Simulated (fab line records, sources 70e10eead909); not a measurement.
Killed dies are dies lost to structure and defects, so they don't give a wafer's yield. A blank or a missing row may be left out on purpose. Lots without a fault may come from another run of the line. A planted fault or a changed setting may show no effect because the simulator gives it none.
fab line records | flow nand_harc
record lots=7 wafers=21 last_day=25
route steps=1159 shown A_BONDPAD@1064 END@1159
lots that met no fault: from a run of the same line without faults
start_h: hours from the record's first day to the start of the lot's first wafer shown | wait_h: hours since the lot's step before | " the same as in the row above | L1.1+2: a row that stands for several wafers | - no value, or no start given | * or withheld: withheld | < > ~ a bound
route shown NAME@n: a module of which the file shows steps, and the number in the route of the first | usual: mean/standard deviation of fault-free wafers | same: alike in all rows | chamber/n: place in a boat | sites: the reading at each site | _std_site: their standard deviation | _edge_site: outer sites' mean less inner sites' | radius_mm: how far each site lies from the wafer's centre | mask NAME#n: copy n | behind: the tool/chamber that last shaped the wafer | hold: why the lot was held/for how many hours/how that ended | device: the transistor (n, p or np) that didn't switch | end of line: the same wafers' tests at the end of the route | a step without rows: its recipe alone | killed: dies lost to structure and defects at the first sort, not the wafer's yield | map: a wafer's dies, x killed, . not, _ none there
set.NAME: the setting as run; set.NAME@STEP: as run at that earlier step | model.NAME: the simulator's own value behind a step, which no gauge read
lots at some steps of the route; a table a step, a row a wafer
services: from which hour (start_h, from the record's first day; less than 0 if before it) a tool's chamber was out of use, for how many hours, and why
## steps
# step NHARC_A_BONDPAD_HMDS_02
# recipe time_s=30
# step NHARC_A_BONDPAD_COAT_33
# recipe temp_c=200 time_s=65
# step NHARC_A_BONDPAD_COAT_03
# recipe spin_rpm=2000 resist_thk_nm=600
# step NHARC_A_BONDPAD_SOFTBAKE_04
# recipe temp_c=125 time_s=70
# step NHARC_A_BONDPAD_EBR_05
# step NHARC_A_BONDPAD_EXPOSE_06
# recipe na=0.55 dose_mj=36.99 mask_id=A_BPAD
# step NHARC_A_BONDPAD_PEB_07
# recipe peb_temp_c=128 peb_time_s=80
# step NHARC_A_BONDPAD_DEVELOP_08
# recipe time_s=50 dev_temp_c=22
# step NHARC_A_BONDPAD_CD_MEAS_09
# recipe target_cd_nm=500 landing_energy_ev=500
# usual cd_nm=498.3/2.4
# columns lot.wafer tool chamber start_h wait_h cd_nm
L465.1 cd_sem-03 0 438.12 - 502.2
L465.3 " 0 " " 503.6
L465.4 " 0 " " 497.7
L472.1 cd_sem-02 0 487.10 - 503.5
L472.5 " 0 " " 501.9
L472.6 " 0 " " 500.1
L471.1 cd_sem-03 0 491.82 - 500.5
L471.2 " 0 " " 496.4
L471.5 " 0 " " 498.6
L474.1 cd_sem-01 0 511.48 - 499.4
L474.2 " 0 " " 500.4
L474.6 " 0 " " 500.8
L476.1 cd_sem-03 0 525.08 - 493.8
L476.5 " 0 " " 491.2
L476.6 " 0 " " 494.6
L479.2 cd_sem-02 0 535.58 - 499.4
L479.4 " 0 " " 497.8
L479.6 " 0 " " 498.5
L480.1 cd_sem-02 0 538.28 - 498.1
L480.3 " 0 " " 499.3
L480.5 " 0 " " 500.2
# step NHARC_A_BONDPAD_OVL_MEAS_35
# usual overlay_x_nm=-2/6 overlay_y_nm=0/4.4
# columns lot.wafer tool chamber start_h wait_h overlay_x_nm overlay_y_nm
L465.1 overlay-01 - 438.22 - 1 2
L465.3 " - " " 1 2
L465.4 " - " " 1 3
L472.1 overlay-02 - 487.18 - -11 0
L472.5 " - " " -11 0
L472.6 " - " " -10 0
L471.1 overlay-02 - 491.91 - -2 4
L471.2 " - " " -2 5
L471.5 " - " " -2 4
L474.1 overlay-02 - 511.57 - 10 5
L474.2 " - " " 10 5
L474.6 " - " " 11 6
L476.1 overlay-01 - 525.17 - 2 2
L476.5 " - " " 2 1
L476.6 " - " " 2 2
L479.2 overlay-01 - 535.67 - 2 -4
L479.4 " - " " 2 -4
L479.6 " - " " 3 -4
L480.1 overlay-02 - 538.37 - -2 6
L480.3 " - " " -2 6
L480.5 " - " " -2 6
# step NHARC_A_BONDPAD_HARDBAKE_10
# recipe temp_c=118 time_s=65
# step NHARC_A_BONDPAD_DESCUM_11
# recipe time_s=3 o2_flow_sccm=200 ar_flow_sccm=0 bias_power_w=0 chemistry=O2
# usual chamber_pressure_mTorr=59.99/0.051 drypump_motor_current_A=5.6/0.55 oes_product_au=1.002/0.017 rf_vpp_V=57.8/0.98 showerhead_plenum_p_Torr=1.94/0.11 throttle_valve_pct=11.310/0.0088
# columns lot.wafer tool chamber start_h wait_h chamber_pressure_mTorr drypump_motor_current_A oes_product_au rf_hours_counter_h rf_vpp_V showerhead_plenum_p_Torr throttle_valve_pct
L465.1 rie_diel-02 3 438.35 - 60.11 5.2 0.978 4 59.3 2.06 11.302
L465.3 " 1 " " 60.00 6.6 1.009 4 57.8 1.97 11.301
L465.4 " 2 " " 59.98 5.7 1.040 4 56.6 2.07 11.315
L472.1 rie_diel-07 1 487.33 - 59.97 6.4 1.022 22 59.7 1.96 11.298
L472.6 " 3 " " 60.06 5.4 0.991 - 57.6 2.03 11.297
L472.5 " 0 " " 59.99 5.3 1.016 - 58.6 2.07 11.319
L471.1 rie_diel-02 2 492.04 - 59.96 5.7 1.026 6 58.1 2.07 11.299
L471.2 " 3 " " 59.91 5.3 0.989 6 56.7 2.06 11.315
L471.5 " 2 " " 60.01 5.7 1.022 - 58.6 2.07 11.313
L474.2 rie_diel-05 2 511.72 - 60.05 5.6 1.009 32 59.7 1.83 11.299
L474.1 " 3 " " 59.89 5.5 1.022 33 57.9 1.82 11.325
L474.6 " 1 " " 60.01 5.4 0.999 - 57.3 1.84 11.311
L476.1 rie_diel-02 2 525.30 - 59.95 5.7 1.001 0 58.5 2.07 11.313
L476.5 " 2 " " 59.97 5.7 1.006 - 57.8 2.07 11.311
L476.6 " 3 " " 59.99 5.2 1.003 - 57.4 2.06 11.315
L479.2 rie_diel-05 3 535.81 - 60.07 5.5 1.007 2 57.7 1.82 11.310
L479.4 " 0 " " 59.94 5.6 0.992 3 57.1 1.78 11.305
L479.6 " 2 " " 59.97 5.6 0.962 - 57.4 1.83 11.309
L480.3 rie_diel-02 2 538.50 - 60.05 5.7 1.004 1 58.7 2.07 11.304
L480.1 " 0 " " 59.91 5.0 1.010 1 57.6 1.83 11.316
L480.5 " 1 " " 60.01 6.6 0.991 - 57.3 1.97 11.325
# step NHARC_A_BONDPAD_ETCH_34
# recipe target_depth_a=600 overetch_a=180 time_s=65.91 ion_energy_ev=200 n2_flow_sccm=150 h2_flow_sccm=150 ar_flow_sccm=0 rf_w=400 bias_w=150 chemistry=N2/H2
# usual bias_w=150.0/0.44 chamber_pressure_mTorr=29.999/0.027 drypump_motor_current_A=5.6/0.51 oes_product_au=1.004/0.019 rf_vpp_V=431/3.3 showerhead_plenum_p_Torr=2.08/0.12 throttle_valve_pct=14.171/0.0088
# columns lot.wafer tool chamber start_h wait_h bias_w chamber_pressure_mTorr drypump_motor_current_A oes_product_au rf_hours_counter_h rf_vpp_V showerhead_plenum_p_Torr throttle_valve_pct
L465.4 rie_diel-02 3 438.46 0.1 149.5 29.970 5.3 0.973 4 435 2.20 14.161
L465.3 " 0 " " 150.5 29.978 5.1 0.995 4 428 1.95 14.174
L465.1 " 1 " " 150.0 30.010 6.6 0.992 4 432 2.10 14.152
L472.1 rie_diel-07 3 487.40 0.1 - - - - - - - -
L472.5 " 2 " " - - - - - - - -
L472.6 " 3 " " - - - - - - - -
L471.1 rie_diel-02 3 492.12 0.1 - - - - - - - -
L471.2 " 0 " " - - - - - - - -
L471.5 " 2 " " - - - - - - - -
L474.2 rie_diel-05 3 511.79 0.1 - - - - - - - -
L474.1 " 0 " " - - - - - - - -
L474.6 " 2 " " - - - - - - - -
L476.1 rie_diel-02 0 525.40 0.1 149.7 29.978 5.1 1.006 0 428 1.95 14.177
L476.5 " 2 " " 150.6 30.050 5.7 1.017 - 435 2.21 14.169
L476.6 " 3 " " 150.4 30.013 5.3 1.015 - 436 2.20 14.165
L479.2 rie_diel-05 3 535.95 0.1 149.9 30.003 5.5 0.997 2 427 1.94 14.164
L479.4 " 0 " " 150.1 30.004 5.6 0.991 3 428 1.89 14.171
L479.6 " 2 " " 150.3 30.006 5.6 0.973 - 428 1.94 14.178
L480.3 rie_diel-02 0 538.59 0.1 150.2 30.018 5.1 0.998 1 427 1.95 14.169
L480.1 " 1 " " 150.7 29.992 6.6 0.989 1 432 2.10 14.192
L480.5 " 2 " " 149.8 30.016 5.7 1.011 - 434 2.21 14.167
# step NHARC_A_BONDPAD_ETCH_12
# recipe target_depth_a=2200 time_s=110 chf3_flow_sccm=50 o2_flow_sccm=10 ar_flow_sccm=200 rf_w=500 bias_w=200 chemistry=CHF3/O2
# usual bias_w=200.0/0.5 chamber_pressure_mTorr=25.002/0.026 drypump_motor_current_A=5.6/0.54 oes_product_au=0.955/0.026 rf_vpp_V=371.2/2.9 showerhead_plenum_p_Torr=2.43/0.13 throttle_valve_pct=20.573/0.0083
# columns lot.wafer tool chamber start_h wait_h bias_w chamber_pressure_mTorr drypump_motor_current_A oes_product_au rf_hours_counter_h rf_vpp_V showerhead_plenum_p_Torr throttle_valve_pct
L465.4 rie_diel-02 1 - - 200.0 25.000 6.6 0.931 4 373.2 2.47 20.567
L465.3 " 3 " " 199.8 25.002 5.2 0.921 4 374.7 2.58 20.572
L465.1 " 0 " " 200.6 24.979 5.1 0.928 4 368.4 2.31 20.579
L472.1 rie_diel-07 1 487.51 0.1 200.3 25.036 6.3 0.946 22 371.8 2.45 20.558
L472.6 " 3 " " 200.6 25.014 5.4 0.923 - 373.4 2.54 20.588
L472.5 " 0 " " 200.0 25.030 5.3 0.952 - 373.3 2.59 20.581
L471.2 rie_diel-02 0 492.21 0.1 200.2 25.009 5.0 0.954 6 367.8 2.31 20.581
L471.1 " 3 " " 200.2 25.028 5.2 0.952 6 375.9 2.58 20.575
L471.5 " 0 " " 200.3 25.011 5.1 0.955 - 368.8 2.31 20.586
L474.1 rie_diel-05 1 511.95 0.1 201.0 24.973 5.4 0.939 27 369.3 2.32 20.569
L474.2 " 2 " " 199.8 24.982 5.7 0.905 32 368.1 2.30 20.572
L474.6 " 3 " " 200.2 25.012 5.5 0.952 - 369.1 2.30 20.579
L476.1 rie_diel-02 2 - - 199.8 24.977 5.7 0.986 0 374.2 2.58 20.573
L476.5 " 2 " " 199.7 24.977 5.7 0.977 - 374.7 2.58 20.578
L476.6 " 3 " " 199.8 25.009 5.2 0.969 - 374.7 2.58 20.566
L479.2 rie_diel-05 0 - - 200.5 24.992 5.6 0.940 3 367.3 2.24 20.579
L479.4 " 1 " " 200.0 25.050 5.4 0.922 3 368.9 2.32 20.567
L479.6 " 0 " " 200.2 25.003 5.6 0.934 - 367.9 2.24 20.567
L480.3 rie_diel-02 1 - - 199.1 25.014 6.7 0.922 1 371.9 2.47 20.572
L480.1 " 2 " " 199.9 25.017 5.7 0.948 1 374.2 2.58 20.565
L480.5 " 0 " " 199.6 25.002 5.1 0.937 - 367.8 2.31 20.579
# step NHARC_END_SORT_01
# recipe temp_c=25
# usual defect_limited_yield=95.4/1.8 killed_at_array=28/11 killed_at_other=0.7/0.88 killed_at_periphery=3.1/2.2 killed_dies=31/12 killed_open=3.3/2 killed_short=2.0/1.6 sort_bin_2_pct=1.5/0.73 sort_bin_3_pct=0.27/0.22 sort_bin_4_pct=2.9/1.1 sort_n_pass=646/12 sort_rim_yield_pct=93/3.9 sort_yield_pct=95.4/1.8
# same gross_dies=677 sort_bin_5_pct[%]=0 sort_bin_6_pct[%]=0 sort_bin_7_pct[%]=0 sort_bin_8_pct[%]=0 sort_rim_n_gross=106.00
# columns lot.wafer tool chamber start_h wait_h defect_limited_yield[%] killed_at_array killed_at_other killed_at_periphery killed_dies killed_open killed_short sort_bin_2_pct[%] sort_bin_3_pct[%] sort_bin_4_pct[%] sort_n_pass sort_rim_yield_pct[%] sort_yield_pct[%]
L472.1 prober-01 0 517.59 2.5 0 675 0 2 677 3 0 97.6 0 2.4 0 0 0
L472.5 prober-01 0 520.74 3.6 0 674 0 3 677 4 3 97.2 0.30 2.5 0 0 0
L472.6 prober-01 0 521.53 3.9 0 676 0 1 677 2 0 97.8 0.44 1.8 0 0 0
L471.1 prober-02 0 524.48 2.5 0 675 0 2 677 5 1 96.0 0.30 3.7 0 0 0
L471.2 prober-02 0 525.28 2.8 0 671 1 5 677 2 3 95.6 0.15 4.3 0 0 0
L471.5 prober-02 0 527.68 3.7 0 675 0 2 677 1 1 96.3 0.30 3.4 0 0 0
L474.1 prober-02 0 544.09 2.5 0 674 1 2 677 3 2 97.9 0.30 1.8 0 0 0
L474.2 prober-02 0 544.88 2.8 0 676 0 1 677 6 1 97.3 0 2.7 0 0 0
L474.6 prober-02 0 548.05 4.0 0 675 0 2 677 4 4 97.6 0.30 2.1 0 0 0
# killed by level:class
L472.1 A_BONDPAD:area_etch=652 A_SLIT:chamber_film_flake=14 A_STAIRCASE:chamber_film_flake=3 A_CHANNEL_HOLE_D1:chamber_film_flake=2 P_GATE:geometric_particle:open=1 A_CHANNEL_HOLE_D1:geometric_particle:open=1 A_WL_FILL:geometric_particle:open=1 P_GATE:chamber_film_flake=1
L472.5 A_BONDPAD:area_etch=644 A_CHANNEL_HOLE_D1:chamber_film_flake=10 A_SLIT:chamber_film_flake=7 A_ONON_D1:geometric_particle:open=3 A_WL_FILL:geometric_particle:short=2 P_STI:chamber_film_flake=2 A_STAIRCASE:chamber_film_flake=2 A_CONTACT:chamber_film_flake=2
L472.6 A_BONDPAD:area_etch=653 A_SLIT:chamber_film_flake=8 A_STAIRCASE:chamber_film_flake=6 A_CHANNEL_HOLE_D1:chamber_film_flake=5 A_CHANNEL_FILL_D1:chamber_film_flake=2 P_STI:geometric_particle:open=1 A_CONTACT:geometric_particle:open=1 A_CONTACT:chamber_film_flake=1
L471.1 A_BONDPAD:area_etch=633 A_CHANNEL_HOLE_D1:chamber_film_flake=15 A_SLIT:chamber_film_flake=11 A_STAIRCASE:chamber_film_flake=4 A_WL_FILL:geometric_particle:open=2 A_CONTACT:geometric_particle:open=2 A_WL_FILL:chamber_film_flake=2 A_CONTACT:chamber_film_flake=2
L471.2 A_BONDPAD:area_etch=634 A_CHANNEL_HOLE_D1:chamber_film_flake=12 A_STAIRCASE:chamber_film_flake=9 A_SLIT:chamber_film_flake=7 A_ONON_D1:geometric_particle:short=2 P_ZERO_WELL:chamber_film_flake=2 P_GATE:chamber_film_flake=2 A_SGD_CUT:chamber_film_flake=2
L471.5 A_BONDPAD:area_etch=640 A_CHANNEL_HOLE_D1:chamber_film_flake=16 A_SLIT:chamber_film_flake=8 A_STAIRCASE:chamber_film_flake=5 A_CONTACT:chamber_film_flake=2 A_CHANNEL_FILL_D1:geometric_particle:short=1 A_BLC:geometric_particle:open=1 P_ZERO_WELL:chamber_film_flake=1
L474.1 A_BONDPAD:area_etch=656 A_CONTACT:chamber_film_flake=5 A_CHANNEL_HOLE_D1:chamber_film_flake=4 A_CONTACT:geometric_particle:open=2 A_STAIRCASE:chamber_film_flake=2 A_WL_FILL:geometric_particle:short=1 A_CONTACT:geometric_particle:short=1 A_BLC:geometric_particle:open=1
L474.2 A_BONDPAD:area_etch=654 A_CONTACT:chamber_film_flake=6 A_CHANNEL_HOLE_D1:chamber_film_flake=5 A_STAIRCASE:chamber_film_flake=4 A_CONTACT:geometric_particle:open=3 P_M0:geometric_particle:open=1 A_WL_FILL:geometric_particle:open=1 A_CONTACT:geometric_particle:short=1
L474.6 A_BONDPAD:area_etch=656 A_CHANNEL_HOLE_D1:chamber_film_flake=7 A_CHANNEL_FILL_D1:geometric_particle:short=3 A_CONTACT:chamber_film_flake=3 P_CONTACT:geometric_particle:open=1 A_ONON_D1:geometric_particle:open=1 A_WL_FILL:geometric_particle:open=1 A_CONTACT:geometric_particle:open=1
# map L471.1 (x killed, . not)
____________x____________
_________xxxxxxx_________
_______xxxxxxxxxxx_______
______xxxxxxxxxxxxx______
_____xxxxxxxxxxxxxxx_____
____xxxxxxxxxxxxxxxxx____
____xxxxxxxxxxxxxxxxx____
___xxxxxxxxxxxxxxxxxxx___
___xxxxxxxxxxxxxxxxxxx___
__xxxxxxxxxxxxxxxxxxxxx__
__xxxxxxxxxxxxxxxxxxxxx__
_xxxxxxxxxxxxxxxxxxxxxxx_
_xxxxxxxxxxxxxxxxxxxxxxx_
_xxxxxxxxxxxxxxxxxxxxxxx_
_xxxxxxxxxxxxxxxxxxxxxxx_
_xxxxxxxxxxxxxxxxxxxxxxx_
xxxxxxxxxxxxxxxxxxxxxxxxx
xxxxxxxxxxxxxxxxxxxxxxxxx
xxxxxxxxxxxxxxxxxxxxxxxxx
xxxxxxxxxxxxxxxxxxxxxxxxx
xxxxxxxxxxxxxxxxxxxxxxxxx
_xxxxxxxxxxxxxxxxxxxxxxx_
_xxxxxxxxxxxxxxxxxxxxxxx_
_xxxxxxxxxxxxxxxxxxxxxxx_
_xxxxxxxxxxxxxxxxxxxxxxx_
_xxxxxxxxxxxxxxxxxxxxxxx_
__xxxxxxxxxxxxxxxxxxxxx__
__xxxxxxxxxxxxxxxxxxxxx__
___xxxxxxxxxxxxxxxxxxx___
___xxxxxxxxxxxxxxxxxxx___
____xxxxxxxxxxxxxxxxx____
____xxxxxxxxxxxxxxxxx____
_____xxxxxxxxxxxxxxx_____
______xxxxxxxxxxxxx______
_______xxxxxxxxxxx_______
_________xxxxxxx_________
____________x____________
# map L472.1 (x killed, . not)
____________x____________
_________xxxxxxx_________
_______xxxxxxxxxxx_______
______xxxxxxxxxxxxx______
_____xxxxxxxxxxxxxxx_____
____xxxxxxxxxxxxxxxxx____
____xxxxxxxxxxxxxxxxx____
___xxxxxxxxxxxxxxxxxxx___
___xxxxxxxxxxxxxxxxxxx___
__xxxxxxxxxxxxxxxxxxxxx__
__xxxxxxxxxxxxxxxxxxxxx__
_xxxxxxxxxxxxxxxxxxxxxxx_
_xxxxxxxxxxxxxxxxxxxxxxx_
_xxxxxxxxxxxxxxxxxxxxxxx_
_xxxxxxxxxxxxxxxxxxxxxxx_
_xxxxxxxxxxxxxxxxxxxxxxx_
xxxxxxxxxxxxxxxxxxxxxxxxx
xxxxxxxxxxxxxxxxxxxxxxxxx
xxxxxxxxxxxxxxxxxxxxxxxxx
xxxxxxxxxxxxxxxxxxxxxxxxx
xxxxxxxxxxxxxxxxxxxxxxxxx
_xxxxxxxxxxxxxxxxxxxxxxx_
_xxxxxxxxxxxxxxxxxxxxxxx_
_xxxxxxxxxxxxxxxxxxxxxxx_
_xxxxxxxxxxxxxxxxxxxxxxx_
_xxxxxxxxxxxxxxxxxxxxxxx_
__xxxxxxxxxxxxxxxxxxxxx__
__xxxxxxxxxxxxxxxxxxxxx__
___xxxxxxxxxxxxxxxxxxx___
___xxxxxxxxxxxxxxxxxxx___
____xxxxxxxxxxxxxxxxx____
____xxxxxxxxxxxxxxxxx____
_____xxxxxxxxxxxxxxx_____
______xxxxxxxxxxxxx______
_______xxxxxxxxxxx_______
_________xxxxxxx_________
____________x____________
## services
# columns tool chamber start_h hours kind
rie_diel-02 0 434.74 - clean
rie_diel-02 1 434.74 - clean
rie_diel-02 2 434.74 - clean
rie_diel-02 3 434.74 - clean
rie_diel-02 0 459.25 - clean
rie_diel-02 1 459.25 - clean
rie_diel-02 2 459.25 - clean
rie_diel-02 3 459.25 - clean
rie_diel-02 1 468.14 5.0 repair
rie_diel-07 3 470.36 5.2 repair
rie_diel-02 0 483.75 - clean
rie_diel-02 1 483.75 - clean
rie_diel-02 2 483.75 - clean
rie_diel-02 3 483.75 - clean
rie_diel-05 2 490.41 3.5 repair
rie_diel-05 1 500.95 8.1 repair
rie_diel-02 - 504.74 9.0 pm
rie_diel-02 0 504.74 9.0 vent_cycle
rie_diel-02 1 504.74 9.0 vent_cycle
rie_diel-02 2 504.74 9.0 vent_cycle
rie_diel-02 3 504.74 9.0 vent_cycle
rie_diel-02 0 513.74 - clean
rie_diel-05 - 518.63 9.0 pm
rie_diel-07 3 526.22 4.6 repair
## key
first_sign step=NHARC_A_BONDPAD_ETCH_34 reading=tool_record direction=missing
effect step=NHARC_END_SORT_01 reading=sort_bin_2_pct direction=up sigmas=99+ usual=1.5 struck=97.0
more_kills_born_at NHARC_A_BONDPAD_ETCH_34@rie_diel-05=1965 NHARC_A_BONDPAD_ETCH_34@rie_diel-07=1949 NHARC_A_BONDPAD_ETCH_34@rie_diel-02=1907
met_at NHARC_A_BONDPAD_ETCH_34
struck_wafers L471.1,L471.2,L471.5,L472.1,L472.5,L472.6,L474.1,L474.2,L474.6
later_rows_left_out L471.1,L471.2,L471.5,L472.1,L472.5,L472.6,L474.1,L474.2,L474.6
onset_between 438.46 487.40
fault kind=skipped_step_whole tool=rie_diel-02,rie_diel-05,rie_diel-07 chamber=- onset_h=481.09 steps=NHARC_A_BONDPAD_ETCH_34 scope=struck_lots_only
# later_rows_left_out: the simulator's readings of these wafers behind a module that went badly wrong aren't trusted and aren't shown, but for the sort
